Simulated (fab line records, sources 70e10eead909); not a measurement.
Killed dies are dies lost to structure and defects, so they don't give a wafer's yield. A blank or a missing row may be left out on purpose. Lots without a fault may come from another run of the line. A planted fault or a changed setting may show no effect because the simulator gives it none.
fab line records | flow nand_harc
record lots=5 wafers=15 last_day=34
route steps=1302 shown P_M0@272 P_M1@285
lots that met no fault: from a run of the same line without faults
start_h: hours from the record's first day to the start of the lot's first wafer shown | wait_h: hours since the lot's step before | " the same as in the row above | L1.1+2: a row that stands for several wafers | - no value, or no start given | * or withheld: withheld | < > ~ a bound
route shown NAME@n: a module of which the file shows steps, and the number in the route of the first | usual: mean/standard deviation of fault-free wafers | same: alike in all rows | chamber/n: place in a boat | sites: the reading at each site | _std_site: their standard deviation | _edge_site: outer sites' mean less inner sites' | radius_mm: how far each site lies from the wafer's centre | mask NAME#n: copy n | behind: the tool/chamber that last shaped the wafer | hold: why the lot was held/for how many hours/how that ended | device: the transistor (n, p or np) that didn't switch | end of line: the same wafers' tests at the end of the route | a step without rows: its recipe alone | killed: dies lost to structure and defects at the first sort, not the wafer's yield | map: a wafer's dies, x killed, . not, _ none there
set.NAME: the setting as run; set.NAME@STEP: as run at that earlier step | model.NAME: the simulator's own value behind a step, which no gauge read
lots at some steps of the route; a table a step, a row a wafer
services: from which hour (start_h, from the record's first day; less than 0 if before it) a tool's chamber was out of use, for how many hours, and why
## steps
# step NHARC_P_M0_DEGAS_28
# recipe temp_c=250 time_s=60
# usual heater_power_w=316/15
# columns lot.wafer tool chamber start_h wait_h heater_power_w
L082.4 pvd_sputter-01 - 204.08 - 317
L082.3 " - " " 316
L082.6 " - " " 304
L089.4 pvd_sputter-02 - 269.76 - 337
L089.3 " - " " 325
L089.5 " - " " 319
L093.3 pvd_sputter-02 - 318.28 - 331
L093.1 " - " " 305
L093.2 " - " " 311
L094.3 pvd_sputter-01 - 324.36 - 333
L094.5 " - " " 322
L094.6 " - " " 298
L096.4 pvd_sputter-02 - 346.40 - 307
L096.1 " - " " 307
L096.6 " - " " 336
# step NHARC_P_M0_PRE_CLEAN_29
# recipe time_s=30 temp_c=280 gas=H2/He
# usual heater_power_w=389/18
# columns lot.wafer tool chamber start_h wait_h heater_power_w
L082.4 pvd_sputter-01 - - - 392
L082.3 " - " " 360
L082.6 " - " " 366
L089.3 pvd_sputter-02 - - - 409
L089.4 " - " " 387
L089.5 " - " " 396
L093.2 pvd_sputter-02 - - - 380
L093.3 " - " " 420
L093.1 " - " " 407
L094.3 pvd_sputter-01 - - - 380
L094.6 " - " " 364
L094.5 " - " " 419
L096.1 pvd_sputter-02 - - - 414
L096.4 " - " " 381
L096.6 " - " " 410
# step NHARC_P_M0_PVD_20
# recipe target_thk_a=50 bias_v=168.6 power_w=15000 chamber_pressure_pa=0.12 time_s=8.06 substrate_temp_c=50 material=TaN
# usual cathode_dc_power_W=15000/2.9 throttle_valve_pct=29.8/0.73
# columns lot.wafer tool chamber start_h wait_h cathode_dc_power_W throttle_valve_pct
L082.3 pvd_sputter-01 - - - 15009 29.9
L082.4 " - " " 14995 28.8
L082.6 " - " " 15006 29.7
L089.4 pvd_sputter-02 - - - 15000 30.7
L089.3 " - " " 14998 30.2
L089.5 " - " " 15005 29.4
L093.1 pvd_sputter-02 - - - 15001 30.2
L093.3 " - " " 15000 30.9
L093.2 " - " " 15001 29.7
L094.3 pvd_sputter-01 - - - 14998 28.9
L094.5 " - " " 15001 29.1
L094.6 " - " " 15000 30.9
L096.1 pvd_sputter-02 - - - 15003 30.1
L096.4 " - " " 15003 30.4
L096.6 " - " " 15002 29.6
# step NHARC_P_M0_PVD_21
# recipe target_thk_a=300 chamber_pressure_pa=5 power_w=5000 substrate_temp_c=30 time_s=20.49 material=Cu
# usual cathode_dc_power_W=5000.0/0.89 throttle_valve_pct=29.8/0.73
# columns lot.wafer tool chamber start_h wait_h cathode_dc_power_W throttle_valve_pct
L082.3 pvd_sputter-01 - - - 5000.2 29.5
L082.4 " - " " 5000.1 28.9
L082.6 " - " " 4998.6 29.7
L089.3 pvd_sputter-02 - - - 4999.9 30.1
L089.4 " - " " 5000.7 29.6
L089.5 " - " " 5001.5 29.6
L093.3 pvd_sputter-02 - - - 5000.8 30.1
L093.1 " - " " 5000.1 30.5
L093.2 " - " " 5000.6 29.5
L094.3 pvd_sputter-01 - - - 5001.4 29.8
L094.6 " - " " 4999.5 30.7
L094.5 " - " " 4999.7 28.9
L096.1 pvd_sputter-02 - - - 5000.4 30.6
L096.4 " - " " 4999.3 30.1
L096.6 " - " " 5000.2 31.2
# step NHARC_P_M0_ECD_22
# recipe target_thk_a=4000 bath_temp_c=25 material=Cu
# columns lot.wafer tool chamber start_h wait_h
L082.3+4+6 ecd_cu-02 1,0,1 204.55 -
L089.3+4+5 ecd_cu-01 0,1,1 270.21 -
L093.2+1+3 ecd_cu-01 1,0,1 318.67 -
L094.3+6+5 ecd_cu-02 1,1,0 324.80 -
L096.1+4+6 ecd_cu-01 1,0,1 346.81 -
# step NHARC_P_M0_ANNEAL_30
# recipe temp_c=225 time_s=90
# usual anneal_temp_c_max=225.97/0.25 wafer_temp_C_max=225.83/0.24
# columns lot.wafer tool chamber start_h wait_h anneal_temp_c_max wafer_temp_C_max
L082.3 rtp_anneal-02 0 204.94 0.3 226.41 225.84
L082.4 " 0 " " 225.78 225.83
L082.6 " 0 " " 226.48 225.68
L089.3 rtp_anneal-01 0 270.59 - 225.64 226.07
L089.4 " 0 " " 226.06 225.81
L089.5 " 0 " " 226.17 225.85
L093.1 rtp_anneal-02 0 319.04 - 226.47 225.84
L093.2 " 0 " " 225.98 225.90
L093.3 " 0 " " 226.13 225.72
L094.3 rtp_anneal-01 0 325.18 - 225.75 226.03
L094.5 " 0 " " 225.87 226.04
L094.6 " 0 " " 226.45 225.98
L096.1 rtp_anneal-01 0 347.13 - 225.90 225.77
L096.4 " 0 " " 226.10 226.08
L096.6 " 0 " " 225.60 225.71
# step NHARC_P_M0_CMP_23
# recipe t_overpolish_s=20 target_thk_nm=117.54
# usual motor_current_A=12.0/1.6 time_to_endpoint_s=28.7/1.7
# columns lot.wafer tool chamber start_h wait_h motor_current_A time_to_endpoint_s
L082.4 cmp-03 0 205.24 - 13.0 29.6
L082.3 " 1 " " 10.9 26.6
L082.6 " 3 " " 13.5 28.9
L089.4 cmp-02 0 270.83 - 12.6 27.6
L089.3 " 3 " " 10.6 26.6
L089.5 " 0 " " 12.1 27.4
L093.3 cmp-02 3 319.39 - 10.0 29.7
L093.1 " 1 " " 10.7 30.4
L093.2 " 2 " " 13.6 29.5
L094.3 cmp-01 0 325.48 - 11.4 30.7
L094.6 " 2 " " 8.8 30.3
L094.5 " 3 " " 11.6 27.1
L096.4 cmp-03 0 347.50 - 12.5 30.9
L096.1 " 2 " " 13.8 29.7
L096.6 " 0 " " 13.7 28.4
# step NHARC_P_M0_THK_MEAS_24
# recipe thk_meas_gauge=xrf
# usual thk_nm=117.3/1.3
# columns lot.wafer tool chamber start_h wait_h thk_nm
L082.3 film_metro-02 - 205.50 - 114.9
L082.4 " - " " 116.0
L082.6 " - " " 119.4
L089.3 film_metro-01 - 271.15 - 118.4
L089.4 " - " " 117.4
L089.5 " - " " 116.7
L093.1 film_metro-02 - 319.71 - 116.5
L093.2 " - " " 115.6
L093.3 " - " " 117.4
L094.3 film_metro-02 - 325.74 - 115.7
L094.5 " - " " 115.7
L094.6 " - " " 116.4
L096.1 film_metro-02 - 347.79 - 115.0
L096.4 " - " " 117.0
L096.6 " - " " 117.1
# step NHARC_P_M0_SRD_25
# columns lot.wafer tool chamber start_h wait_h
L082.3+6+4 wet_bench-08 5,6,1 205.54 0.0
L089.5+3+4 wet_bench-08 2,4,7 271.19 0.0
L093.1+2+3 wet_bench-10 2,5,6 319.75 0.0
L094.6+3+5 wet_bench-10 0,1,2 325.78 0.0
L096.4+6+1 wet_bench-08 6,0,1 347.84 0.0
# step NHARC_P_M0_INSPECT_27
# usual raw_defect_count=287/99
# columns lot.wafer tool chamber start_h wait_h raw_defect_count
L082.3 defect_inspect-01 - 205.66 0.0 242
L082.4 " - " " 253
L082.6 " - " " 245
L089.3 defect_inspect-01 - 271.31 0.0 358
L089.4 " - " " 346
L089.5 " - " " 401
L093.1 defect_inspect-01 - 319.86 0.0 205
L093.2 " - " " 362
L093.3 " - " " 199
L094.3 defect_inspect-02 - 325.90 0.0 234
L094.5 " - " " 390
L094.6 " - " " 362
L096.1 defect_inspect-02 - 347.94 0.0 227
L096.4 " - " " 222
L096.6 " - " " 378
# step NHARC_P_M0_PRE_CLEAN_31
# recipe time_s=12 temp_c=370 rf_power_w=300 gas=NH3
# usual heater_power_w=617/57
# columns lot.wafer tool chamber start_h wait_h heater_power_w
L082.3 pecvd-04 0 205.72 0.1 591
L082.4 " 1 " " 566
L082.6 " 2 " " 596
L089.3 pecvd-02 2 271.38 0.1 602
L089.5 " 1 " " 612
L089.4 " 0 " " 629
L093.2 pecvd-04 0 319.93 0.1 547
L093.1 " 1 " " 522
L093.3 " 2 " " 602
L094.3 pecvd-01 2 325.98 0.1 715
L094.6 " 1 " " 619
L094.5 " 2 " " 729
L096.1 pecvd-02 0 348.02 0.1 646
L096.6 " 0 " " 657
L096.4 " 1 " " 620
# step NHARC_P_M0_DEP_32
# recipe target_thk_a=300 temp_c=370 target_thk_nm=30 pressure_torr=3 flow_sccm=200 rf_w=450 material=SiCN
# usual heater_power_w=558/62
# columns lot.wafer tool chamber start_h wait_h heater_power_w
L082.3 pecvd-04 0 205.80 0.1 494
L082.4 " 1 " " 532
L082.6 " 2 " " 551
L089.3 pecvd-02 2 271.49 0.1 607
L089.5 " 1 " " 566
L089.4 " 0 " " 578
L093.2 pecvd-04 0 320.01 0.1 506
L093.1 " 1 " " 421
L093.3 " 2 " " 537
L094.3 pecvd-01 2 326.09 0.1 595
L094.6 " 1 " " 608
L094.5 " 2 " " 610
L096.1 pecvd-02 0 348.13 0.1 585
L096.6 " 0 " " 585
L096.4 " 1 " " 528
# step NHARC_P_M1_DEP_00
# recipe target_thk_a=1825 target_thk_nm=182.5 temp_c=withheld pressure_torr=5 flow_sccm=200 rf_w=600 material=SiOC
# columns lot.wafer tool chamber start_h wait_h
L082.3+4+6 pecvd-02 2,0,1 206.31 -
L089.3+4+5 pecvd-01 1,2,0 271.98 -
L093.2+3+1 pecvd-04 2,0,1 - -
L094.3+6+5 pecvd-04 0,2,1 326.50 -
L096.1+4+6 pecvd-04 1,2,1 348.59 -
# step NHARC_P_M1_DEHYDRATE_01
# recipe temp_c=150 time_s=120
# columns lot.wafer tool chamber start_h wait_h
L082.3+4+6 litho_track-01 0 206.62 -
L089.3+4+5 litho_track-01 0 272.30 -
L093.1+2+3 litho_track-01 0 320.81 -
L094.3+5+6 litho_track-01 0 326.86 -
L096.1+4+6 litho_track-04 0 348.91 -
# step NHARC_P_M1_HMDS_02
# recipe time_s=30
# columns lot.wafer tool chamber start_h wait_h
L082.3+4+6 litho_track-01 0 - -
L089.3+4+5 litho_track-01 0 - -
L093.1+2+3 litho_track-01 0 - -
L094.3+5+6 litho_track-01 0 - -
L096.1+4+6 litho_track-04 0 - -
# step NHARC_P_M1_COAT_34
# recipe temp_c=200 time_s=65
# columns lot.wafer tool chamber start_h wait_h
L082.3+4+6 litho_track-01 0 - -
L089.3+4+5 litho_track-01 0 - -
L093.1+2+3 litho_track-01 0 - -
L094.3+5+6 litho_track-01 0 - -
L096.1+4+6 litho_track-04 0 - -
# step NHARC_P_M1_COAT_03
# recipe spin_rpm=1500 resist_thk_nm=90
# columns lot.wafer tool chamber start_h wait_h
L082.3+4+6 litho_track-01 0 - -
L089.3+4+5 litho_track-01 0 - -
L093.1+2+3 litho_track-01 0 - -
L094.3+5+6 litho_track-01 0 - -
L096.1+4+6 litho_track-04 0 - -
# step NHARC_P_M1_SOFTBAKE_04
# recipe temp_c=105 time_s=55
# columns lot.wafer tool chamber start_h wait_h
L082.3+4+6 litho_track-01 0 - -
L089.3+4+5 litho_track-01 0 - -
L093.1+2+3 litho_track-01 0 - -
L094.3+5+6 litho_track-01 0 - -
L096.1+4+6 litho_track-04 0 - -
# step NHARC_P_M1_EBR_05
# columns lot.wafer tool chamber start_h wait_h
L082.3+4+6 litho_track-01 0 - -
L089.3+4+5 litho_track-01 0 - -
L093.1+2+3 litho_track-01 0 - -
L094.3+5+6 litho_track-01 0 - -
L096.1+4+6 litho_track-04 0 - -
# step NHARC_P_M1_EXPOSE_06
# recipe na=1.35 target_cd_nm=130 dose_mj=81.88 mask_id=P_M1
# columns lot.wafer tool chamber start_h wait_h mask
L082.3+4+6 arfi_scanner-02 0 206.79 - P_M1#0
L089.3+4+5 arfi_scanner-01 0 272.60 - P_M1#0
L093.1+2+3 arfi_scanner-02 0 321.11 - P_M1#0
L094.3+5+6 arfi_scanner-02 0 327.03 - P_M1#0
L096.1+4+6 arfi_scanner-03 0 349.07 - P_M1#0
# step NHARC_P_M1_PEB_07
# recipe peb_temp_c=100 peb_time_s=65
# same peb_time_s=65
# columns lot.wafer tool chamber start_h wait_h
L082.3+4+6 litho_track-06 0 206.85 0.0
L089.3+4+5 litho_track-06 0 272.65 0.0
L093.1+2+3 litho_track-01 0 321.17 0.1
L094.3+5+6 litho_track-06 0 327.09 0.0
L096.1+4+6 litho_track-06 0 349.13 0.1
# step NHARC_P_M1_DEVELOP_08
# recipe develop_time_s=35 dev_temp_c=23
# columns lot.wafer tool chamber start_h wait_h
L082.3+4+6 litho_track-06 0 - -
L089.3+4+5 litho_track-06 0 - -
L093.1+2+3 litho_track-01 0 - -
L094.3+5+6 litho_track-06 0 - -
L096.1+4+6 litho_track-06 0 - -
# step NHARC_P_M1_CD_MEAS_09
# recipe target_cd_nm=130 landing_energy_ev=500
# usual cd_nm=130.1/0.42
# same landing_energy_ev=500
# columns lot.wafer tool chamber start_h wait_h cd_nm
L082.3 cd_sem-03 0 206.93 - 129.7
L082.4 " 0 " " 130.4
L082.6 " 0 " " 129.9
L089.3 cd_sem-01 0 272.73 - 130.3
L089.4 " 0 " " 130.2
L089.5 " 0 " " 130.0
L093.1 cd_sem-01 0 321.24 - 131.2
L093.2 " 0 " " 130.3
L093.3 " 0 " " 130.9
L094.3 cd_sem-01 0 327.17 - 130.3
L094.5 " 0 " " 130.3
L094.6 " 0 " " 130.4
L096.1 cd_sem-03 0 349.21 - 129.5
L096.4 " 0 " " 130.0
L096.6 " 0 " " 129.3
# step NHARC_P_M1_OVL_MEAS_10
# recipe pitch_nm=260
# usual overlay_x_nm=-0.1/0.96 overlay_y_nm=0.0/0.87
# columns lot.wafer tool chamber start_h wait_h overlay_x_nm overlay_y_nm
L082.3 overlay-02 - 207.01 - 1.7 0.7
L082.4 " - " " 2.3 1.2
L082.6 " - " " 2.0 0.5
L089.3 overlay-01 - 272.82 - -0.5 0.8
L089.4 " - " " -0.4 0.8
L089.5 " - " " -0.7 0.9
L093.1 overlay-02 - 321.33 - -1.0 -0.7
L093.2 " - " " -0.7 0.2
L093.3 " - " " -0.9 -0.8
L094.3 overlay-01 - 327.25 - -1.2 0.7
L094.5 " - " " -1.2 0.1
L094.6 " - " " -1.0 0.2
L096.1 overlay-02 - 349.30 - 0.6 -0.4
L096.4 " - " " 2.0 -0.6
L096.6 " - " " 0.7 -0.1
# step NHARC_P_M1_INSPECT_11
# usual raw_defect_count=5/3.2
# columns lot.wafer tool chamber start_h wait_h raw_defect_count
L082.3 defect_inspect-02 - 207.05 0.0 6
L082.4 " - " " 1
L082.6 " - " " 3
L089.3 defect_inspect-02 - 272.85 0.0 7
L089.4 " - " " 7
L089.5 " - " " 6
L093.1 defect_inspect-02 - 321.37 0.0 7
L093.2 " - " " 8
L093.3 " - " " 2
L094.3 defect_inspect-02 - 327.29 0.0 3
L094.5 " - " " 4
L094.6 " - " " 5
L096.1 defect_inspect-01 - 349.33 0.0 5
L096.4 " - " " 6
L096.6 " - " " 3
# step NHARC_P_M1_DESCUM_14
# recipe time_s=3 o2_flow_sccm=200 ar_flow_sccm=0 bias_power_w=0 chemistry=O2
# usual chamber_pressure_mTorr=60.00/0.05 drypump_motor_current_A=5.8/0.44 oes_product_au=0.996/0.0077 rf_vpp_V=57.7/0.89 showerhead_plenum_p_Torr=1.89/0.047 throttle_valve_pct=11.312/0.0087
# columns lot.wafer tool chamber start_h wait_h chamber_pressure_mTorr drypump_motor_current_A oes_product_au rf_hours_counter_h rf_vpp_V showerhead_plenum_p_Torr throttle_valve_pct
L082.3 rie_diel-09 0 207.11 0.1 60.02 5.5 0.995 4 58.7 1.93 11.312
L082.4 " 1 " " 60.00 6.2 0.999 4 58.3 1.96 11.322
L082.6 " 0 " " 59.96 5.5 1.002 - 56.4 1.93 11.313
L089.4 rie_diel-07 3 272.93 0.1 59.88 5.3 0.999 9 56.1 1.86 11.308
L089.3 " 0 " " 60.05 5.7 0.996 9 57.2 1.88 11.305
L089.5 " 2 " " 60.01 5.4 0.990 - 57.4 1.93 11.318
L093.2 rie_diel-07 0 321.56 0.2 59.99 5.7 0.997 1 56.7 1.88 11.310
L093.3 " 1 " " 59.98 6.5 1.006 2 56.3 1.89 11.302
L093.1 " 2 " " 60.05 5.4 1.011 2 58.7 1.93 11.303
L094.3 rie_diel-07 1 327.38 0.1 59.98 6.5 0.991 2 58.2 1.89 11.312
L094.5 " 2 " " 60.00 5.4 0.999 - 58.4 1.93 11.311
L094.6 " 3 " " 60.03 5.3 0.993 - 58.5 1.85 11.316
L096.4 rie_diel-07 0 349.39 0.1 59.96 5.7 1.003 2 57.9 1.88 11.304
L096.1 " 3 " " 60.04 5.3 0.990 3 57.5 1.85 11.310
L096.6 " 0 " " 59.98 5.7 1.001 - 57.0 1.88 11.307
# step NHARC_P_M1_ETCH_35
# recipe target_depth_a=400 overetch_a=120 time_s=43.94 ion_energy_ev=200 n2_flow_sccm=150 h2_flow_sccm=150 ar_flow_sccm=0 rf_w=400 bias_w=150 chemistry=N2/H2
# usual chamber_pressure_mTorr=30.001/0.026 drypump_motor_current_A=5.8/0.45 oes_product_au=0.997/0.0076 rf_vpp_V=429.7/1.7 showerhead_plenum_p_Torr=2.02/0.053 throttle_valve_pct=14.173/0.0089
# columns lot.wafer tool chamber start_h wait_h chamber_pressure_mTorr drypump_motor_current_A oes_product_au rf_hours_counter_h rf_vpp_V showerhead_plenum_p_Torr throttle_valve_pct
L082.4 rie_diel-09 3 207.20 0.1 29.963 5.6 1.000 4 427.9 1.93 14.165
L082.3 " 0 " " 29.970 5.5 1.002 4 431.2 2.05 14.178
L082.6 " 2 " " 30.011 6.3 1.007 - 428.2 1.93 14.186
L089.3 rie_diel-07 3 273.01 0.1 29.996 5.3 0.985 9 429.7 1.98 14.160
L089.4 " 0 " " 30.016 5.7 0.998 9 430.1 2.00 14.184
L089.5 " 2 " " 30.043 5.4 0.996 - 430.8 2.06 14.179
L093.3 rie_diel-07 3 321.65 0.1 30.043 5.3 1.001 2 428.2 1.98 14.176
L093.1 " 0 " " 29.991 5.7 1.009 1 429.9 2.00 14.187
L093.2 " 1 " " 30.010 6.5 1.004 2 430.6 2.01 14.168
L094.3 rie_diel-07 2 327.46 0.1 30.023 5.4 0.993 2 431.1 2.06 14.168
L094.5 " 3 " " 29.965 5.3 0.985 - 429.4 1.98 14.165
L094.6 " 0 " " 30.001 5.7 0.998 - 429.9 2.00 14.175
L096.1 rie_diel-07 1 349.49 0.1 29.990 6.4 0.993 3 428.3 2.01 14.178
L096.4 " 2 " " 29.990 5.4 0.985 3 431.2 2.06 14.170
L096.6 " 0 " " 29.975 5.7 0.992 - 428.4 2.00 14.172
# step NHARC_P_M1_ETCH_15
# recipe target_depth_a=1825 time_s=91.2 c4f8_flow_sccm=withheld ar_flow_sccm=400 rf_w=600 bias_w=300 chemistry=C4F8/Ar
# usual chamber_pressure_mTorr=25.002/0.028 oes_product_au=0.956/0.018 rf_vpp_V=440.3/1.7
# columns lot.wafer tool chamber start_h wait_h chamber_pressure_mTorr oes_product_au rf_hours_counter_h rf_vpp_V
L082.4 rie_diel-09 2 - - 25.231 0.975 4 436.7
L082.3 " 3 " " 24.967 0.968 4 438.0
L082.6 " 0 " " 24.959 0.955 - 441.7
L089.3 rie_diel-07 2 - - 24.975 0.944 11 442.4
L089.4 " 3 " " 25.005 0.970 9 440.2
L089.5 " 0 " " 25.004 0.980 - 440.6
L093.2 rie_diel-07 1 - - 25.008 0.961 2 441.7
L093.3 " 2 " " 25.024 0.974 2 442.0
L093.1 " 3 " " 24.970 0.964 2 439.7
L094.3 rie_diel-07 1 - - 24.974 0.977 2 440.4
L094.5 " 3 " " 25.020 0.947 - 438.2
L094.6 " 0 " " 25.003 0.976 - 440.0
L096.4 rie_diel-07 0 - - 24.996 0.971 2 441.6
L096.1 " 2 " " 25.001 0.968 3 441.7
L096.6 " 0 " " 24.996 0.956 - 440.6
# step NHARC_P_M1_CD_MEAS_16
# usual cd_nm=130.1/0.59
# columns lot.wafer tool chamber start_h wait_h cd_nm
L082.3 cd_sem-03 - 207.42 - 129.6
L082.4 " - " " 131.0
L082.6 " - " " 129.9
L089.3 cd_sem-02 - 273.22 - 129.1
L089.4 " - " " 130.1
L089.5 " - " " 130.9
L093.1 cd_sem-03 - 321.87 - 130.9
L093.2 " - " " 129.9
L093.3 " - " " 131.4
L094.3 cd_sem-03 - 327.67 - 130.7
L094.5 " - " " 130.4
L094.6 " - " " 130.4
L096.1 cd_sem-03 - 349.70 - 129.7
L096.4 " - " " 130.4
L096.6 " - " " 130.0
# step NHARC_P_M1_STRIP_18
# recipe power_w=1000 n2_flow_sccm=150 h2_flow_sccm=150 ar_flow_sccm=0 bias_w=0 chemistry=N2/H2
# usual chamber_pressure_mTorr=30.003/0.027 drypump_motor_current_A=5.8/0.42 oes_product_au=0.999/0.0065 rf_vpp_V=90.6/0.92 showerhead_plenum_p_Torr=2.02/0.081 throttle_valve_pct=14.170/0.0091
# columns lot.wafer tool chamber start_h wait_h chamber_pressure_mTorr drypump_motor_current_A oes_product_au rf_hours_counter_h rf_vpp_V showerhead_plenum_p_Torr throttle_valve_pct
L082.4 rie_diel-07 0 207.54 0.1 30.006 5.7 0.994 5 89.7 2.01 14.167
L082.3 " 1 " " 30.050 6.5 1.005 6 89.7 2.02 14.167
L082.6 " 3 " " 30.042 5.3 0.994 - 89.3 1.98 14.189
L089.3 rie_diel-09 1 273.32 0.1 30.006 6.2 1.005 9 91.8 2.09 14.171
L089.4 " 2 " " 30.015 6.3 0.997 9 90.7 1.93 14.167
L089.5 " 1 " " 30.019 6.2 1.010 - 91.5 2.09 14.171
L093.1 rie_diel-07 0 321.94 0.1 29.997 5.7 0.997 1 89.7 2.00 14.149
L093.3 " 1 " " 30.041 6.5 0.990 2 91.3 2.01 14.167
L093.2 " 3 " " 30.046 5.3 0.999 2 90.3 1.98 14.160
L094.3 rie_diel-07 2 327.79 0.1 29.983 5.4 1.004 2 90.7 2.06 14.166
L094.6 " 0 " " 30.034 5.7 0.996 - 89.9 2.00 14.170
L094.5 " 1 " " 29.963 6.5 0.997 - 89.8 2.02 14.159
L096.1 rie_diel-09 0 349.83 0.1 29.988 5.5 1.009 2 90.6 2.05 14.172
L096.4 " 1 " " 29.985 6.2 1.002 2 89.5 2.08 14.164
L096.6 " 3 " " 29.944 5.7 0.992 - 90.8 1.93 14.162
# step NHARC_P_M1_ETCH_28
# recipe target_depth_a=300 over_etch_frac=0.3 time_s=72.99 ion_energy_ev=150 cf4_flow_sccm=50 n2_flow_sccm=100 ar_flow_sccm=150 rf_w=300 bias_w=100 chemistry=CF4/N2
# usual chamber_pressure_mTorr=29.995/0.027 drypump_motor_current_A=5.8/0.41 oes_product_au=0.998/0.0072 rf_vpp_V=313.9/1.8 showerhead_plenum_p_Torr=2.60/0.094 throttle_valve_pct=19.795/0.0094
# columns lot.wafer tool chamber start_h wait_h chamber_pressure_mTorr drypump_motor_current_A oes_product_au rf_hours_counter_h rf_vpp_V showerhead_plenum_p_Torr throttle_valve_pct
L082.3 rie_diel-07 0 - - 29.931 5.7 0.985 5 313.4 2.59 19.794
L082.4 " 2 " " 30.030 5.4 0.983 7 315.2 2.65 19.786
L082.6 " 1 " " 29.979 6.5 0.993 - 312.9 2.60 19.790
L089.3 rie_diel-09 1 - - 29.980 6.2 0.995 9 315.3 2.68 19.809
L089.4 " 3 " " 30.006 5.7 1.001 9 312.0 2.50 19.797
L089.5 " 0 " " 29.985 5.5 1.011 - 313.9 2.64 19.810
L093.2 rie_diel-07 3 - - 30.032 5.3 0.988 2 313.4 2.55 19.809
L093.1 " 1 " " 29.968 6.5 0.986 2 312.4 2.60 19.793
L093.3 " 2 " " 29.976 5.4 0.993 2 314.5 2.65 19.779
L094.3 rie_diel-07 0 - - 29.997 5.7 0.998 1 313.9 2.58 19.789
L094.6 " 3 " " 30.003 5.3 0.988 - 313.0 2.55 19.790
L094.5 " 0 " " 29.986 5.7 0.994 - 314.9 2.58 19.791
L096.4 rie_diel-09 3 - - 30.035 5.7 1.005 3 311.9 2.50 19.782
L096.1 " 0 " " 29.981 5.5 1.009 2 312.8 2.64 19.805
L096.6 " 1 " " 30.040 6.2 1.004 - 317.0 2.68 19.793
# step NHARC_P_M1_STRIP_19
# recipe time_s=600 temp_c=30 chemistry=post_etch_residue_remover
# columns lot.wafer tool chamber start_h wait_h
L082.3+6+4 wet_bench-10 6,0,1 207.87 -
L089.4+5+3 wet_bench-10 6,7,1 273.67 -
L093.2+3+1 wet_bench-08 0,1,3 322.31 -
L094.5+6+3 wet_bench-10 5,0,1 328.10 -
L096.4+6+1 wet_bench-10 6,1,2 350.15 -
# step NHARC_P_M1_DEGAS_29
# recipe temp_c=250 time_s=60
# usual heater_power_w=316/16
# columns lot.wafer tool chamber start_h wait_h heater_power_w
L082.3 pvd_sputter-01 - 208.13 - 315
L082.4 " - " " 306
L082.6 " - " " 287
L089.4 pvd_sputter-01 - 273.94 - 317
L089.3 " - " " 300
L089.5 " - " " 301
L093.1 pvd_sputter-01 - 322.58 - 305
L093.2 " - " " 342
L093.3 " - " " 294
L094.3 pvd_sputter-03 - 328.38 - 333
L094.6 " - " " 295
L094.5 " - " " 336
L096.1 pvd_sputter-02 - 350.41 - 304
L096.4 " - " " 322
L096.6 " - " " 311
# step NHARC_P_M1_PRE_CLEAN_30
# recipe time_s=30 temp_c=280 gas=H2/He
# usual heater_power_w=389/20
# columns lot.wafer tool chamber start_h wait_h heater_power_w
L082.3 pvd_sputter-01 - - - 364
L082.4 " - " " 392
L082.6 " - " " 359
L089.4 pvd_sputter-01 - - - 393
L089.3 " - " " 378
L089.5 " - " " 356
L093.1 pvd_sputter-01 - - - 372
L093.2 " - " " 404
L093.3 " - " " 364
L094.3 pvd_sputter-03 - - - 416
L094.6 " - " " 416
L094.5 " - " " 369
L096.1 pvd_sputter-02 - - - 428
L096.4 " - " " 373
L096.6 " - " " 381
# step NHARC_P_M1_PVD_20
# recipe target_thk_a=50 bias_v=168.6 power_w=15000 chamber_pressure_pa=0.12 time_s=8.06 substrate_temp_c=50 material=TaN
# usual cathode_dc_power_W=15000/2.6 throttle_valve_pct=29.8/0.75
# columns lot.wafer tool chamber start_h wait_h cathode_dc_power_W throttle_valve_pct
L082.3 pvd_sputter-01 - - - 14997 28.9
L082.4 " - " " 14994 29.4
L082.6 " - " " 15003 30.3
L089.3 pvd_sputter-01 - - - 15001 30.1
L089.4 " - " " 15003 31.0
L089.5 " - " " 14997 30.0
L093.3 pvd_sputter-01 - - - 15002 28.7
L093.2 " - " " 15000 28.8
L093.1 " - " " 14999 30.0
L094.3 pvd_sputter-03 - - - 14997 30.8
L094.5 " - " " 15003 30.8
L094.6 " - " " 14998 29.9
L096.4 pvd_sputter-02 - - - 15002 30.7
L096.1 " - " " 14998 29.8
L096.6 " - " " 14996 30.8
# step NHARC_P_M1_PVD_21
# recipe target_thk_a=300 chamber_pressure_pa=5 power_w=5000 substrate_temp_c=30 time_s=20.49 material=Cu
# usual cathode_dc_power_W=5000.1/0.93 throttle_valve_pct=29.8/0.77
# columns lot.wafer tool chamber start_h wait_h cathode_dc_power_W throttle_valve_pct
L082.4 pvd_sputter-01 - - - 4999.1 28.6
L082.3 " - " " 4999.6 30.5
L082.6 " - " " 5000.0 30.4
L089.3 pvd_sputter-01 - - - 4999.8 29.2
L089.4 " - " " 5001.1 31.0
L089.5 " - " " 5001.0 29.8
L093.1 pvd_sputter-01 - - - 5001.4 28.6
L093.2 " - " " 4999.7 31.2
L093.3 " - " " 5001.0 29.3
L094.3 pvd_sputter-03 - - - 5000.2 29.2
L094.6 " - " " 4999.9 29.4
L094.5 " - " " 4999.4 29.3
L096.1 pvd_sputter-02 - - - 5000.7 29.9
L096.4 " - " " 5000.8 31.0
L096.6 " - " " 4999.8 30.1
# step NHARC_P_M1_ECD_22
# recipe target_thk_a=4000 bath_temp_c=25 material=Cu
# columns lot.wafer tool chamber start_h wait_h
L082.3+4+6 ecd_cu-01 0,1,1 208.59 -
L089.3+4+5 ecd_cu-02 1,0,0 274.40 -
L093.2+1+3 ecd_cu-01 0,1,1 322.94 -
L094.3+6+5 ecd_cu-01 1,1,0 328.84 -
L096.1+4+6 ecd_cu-02 0,0,1 350.77 -
## services
# columns tool chamber start_h hours kind
rie_diel-07 3 181.71 5.7 repair
rie_diel-07 0 185.11 5.9 repair
pvd_sputter-03 - 196.72 10.0 pm
litho_track-04 - 203.00 7.0 pm
pecvd-02 - 227.17 13.0 pm
pvd_sputter-01 - 227.30 10.0 pm
ecd_cu-02 - 244.00 8.0 pm
pvd_sputter-01 - 251.77 2.6 repair
arfi_scanner-02 - 260.03 1.9 repair
pvd_sputter-02 - 262.96 3.1 repair
pecvd-04 - 269.01 13.0 pm
rie_diel-07 - 275.61 1.0 repair
pvd_sputter-02 - 282.00 10.0 pm
rie_diel-09 2 289.30 14.3 repair
wet_bench-08 - 294.40 8.0 pm
rie_diel-07 - 295.85 9.0 pm
pvd_sputter-02 - 297.71 3.8 repair
pvd_sputter-03 - 306.01 0.7 repair
wet_bench-10 - 311.20 8.0 pm
rie_diel-07 0 314.25 5.3 repair
rie_diel-09 1 319.28 1.5 repair
rie_diel-09 - 320.32 9.0 pm
litho_track-01 - 330.00 7.0 pm
ecd_cu-01 - 336.10 8.0 pm
## key
fault none
